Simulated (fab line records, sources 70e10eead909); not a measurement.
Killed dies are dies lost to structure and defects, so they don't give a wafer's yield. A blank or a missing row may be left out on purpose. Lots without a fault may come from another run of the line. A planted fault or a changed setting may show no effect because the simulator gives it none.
Tool commonality check | flow nand_harc | 11 lots, 33 wafers sampled

WHY IT WAS OPENED
At NHARC_P_M1_INSPECT_11 the reading raw_defect_count is flagged on 2 of 11 lots. Wafers without a fault read 4.0, standard deviation 2.4.
Rule: a lot is flagged when every wafer of it that has a number lies more than 4 standard deviations from that mean, or none has a number. The other lots count as sound.

lot  | measured     | on                | raw_defect_count, wafer by wafer | flag
L238 | day 6 09:52  | defect_inspect-01 | 5 1 8                            |
L239 | day 6 10:13  | defect_inspect-01 | 3 6 5                            |
L241 | day 6 13:16  | defect_inspect-02 | 4 3 4                            |
L240 | day 6 15:19  | defect_inspect-01 | 5 9 10                           |
L243 | day 7 04:46  | defect_inspect-02 | 3 1 1                            |
L247 | day 8 06:16  | defect_inspect-01 | 1 4 4                            |
L253 | day 10 00:17 | defect_inspect-02 | 9 10 10                          |
L254 | day 10 03:43 | defect_inspect-01 | 4 2 7                            |
L255 | day 10 07:59 | defect_inspect-02 | 280 264 261                      | FLAGGED
L258 | day 10 22:58 | defect_inspect-01 | 248 265 264                      | FLAGGED
L260 | day 11 08:46 | defect_inspect-01 | 2 1 4                            |
The numbers of the flagged lots are 263.7 on average: +259.7 against the usual, or +99 or more standard deviations.

WHICH TOOL RAN EACH LOT
The record holds 2 process steps before the reading, out of a route of 1159 steps. In each cell: the tool, then ch and the chambers that the sampled wafers went through, then the start.
lot  | flag    | NHARC_P_M0_ETCH_34                 | NHARC_P_M1_DEP_00
L238 |         | rie_diel-12 ch 0,2,3, day 6 05:47  | pecvd-02 ch 0,1,2, day 6 08:58
L239 |         | rie_diel-02 ch 0,1,2, day 6 06:16  | pecvd-04 ch 0,1, day 6 09:21
L241 |         | rie_diel-11 ch 1,2,3, day 6 09:29  | pecvd-04 ch 0,1,2, day 6 12:25
L240 |         | rie_diel-02 ch 1,2,3, day 6 11:21  | pecvd-03 ch 0,1,2, day 6 14:21
L243 |         | rie_diel-02 ch 0,1,2, day 7 00:52  | pecvd-02 ch 0,1,2, day 7 03:50
L247 |         | rie_diel-11 ch 0,1,2, day 8 02:17  | pecvd-02 ch 0,1,2, day 8 05:25
L253 |         | rie_diel-12 ch 0,1,2, day 9 20:23  | pecvd-03 ch 1,2, day 9 23:23
L254 |         | rie_diel-02 ch 0,1, day 9 23:44    | pecvd-04 ch 0,2, day 10 02:53
L255 | FLAGGED | rie_diel-12 ch 0,1,3, day 10 04:01 | pecvd-02 ch 0,1, day 10 07:01
L258 | FLAGGED | rie_diel-02 ch 0,1, day 10 19:04   | pecvd-02 ch 0,1, day 10 22:01
L260 |         | rie_diel-11 ch 0,1,3, day 11 04:53 | pecvd-04 ch 0,1,2, day 11 07:49
What these steps do:
- NHARC_P_M0_ETCH_34: etches the open film in N2/H2, target depth 40 nm, overetch 12 nm, time 43.94 s.
- NHARC_P_M1_DEP_00: deposits SiOC, target thk 182.5 nm.
- NHARC_P_M1_INSPECT_11

FLAGGED OVER TOTAL, TOOL BY TOOL (the gauges that took the reading come last)
step                  | tool              | lots run | flagged | share of the flagged lots | sound lots run after its first flagged lot
NHARC_P_M0_ETCH_34    | rie_diel-02       | 5        | 1       | some                      | 0
NHARC_P_M0_ETCH_34    | rie_diel-11       | 3        | 0       | none                      | -
NHARC_P_M0_ETCH_34    | rie_diel-12       | 3        | 1       | some                      | 0
NHARC_P_M1_DEP_00     | pecvd-02          | 5        | 2       | all                       | 0
NHARC_P_M1_DEP_00     | pecvd-03          | 2        | 0       | none                      | -
NHARC_P_M1_DEP_00     | pecvd-04          | 4        | 0       | none                      | -
NHARC_P_M1_INSPECT_11 | defect_inspect-01 | 7        | 1       | some                      | 1 (L260)
NHARC_P_M1_INSPECT_11 | defect_inspect-02 | 4        | 1       | some                      | 0

WHAT THE TABLE ALLOWS
1 row of the table ran every flagged lot: pecvd-02 at NHARC_P_M1_DEP_00.
- pecvd-02 at NHARC_P_M1_DEP_00: 2 of its 5 lots flagged. Its last sound lot is L247 (day 8 05:25), its first flagged lot L255 (day 10 07:01): a fault that began between those two fits.
One tool is left: pecvd-02 at NHARC_P_M1_DEP_00.

WHAT THE SIMULATOR HAD PUT IN
Chamber particle source: pecvd-02, from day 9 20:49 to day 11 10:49, at NHARC_P_M1_DEP_00. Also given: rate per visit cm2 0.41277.
Lots struck among those shown: L255, L258. The rule above found the same.
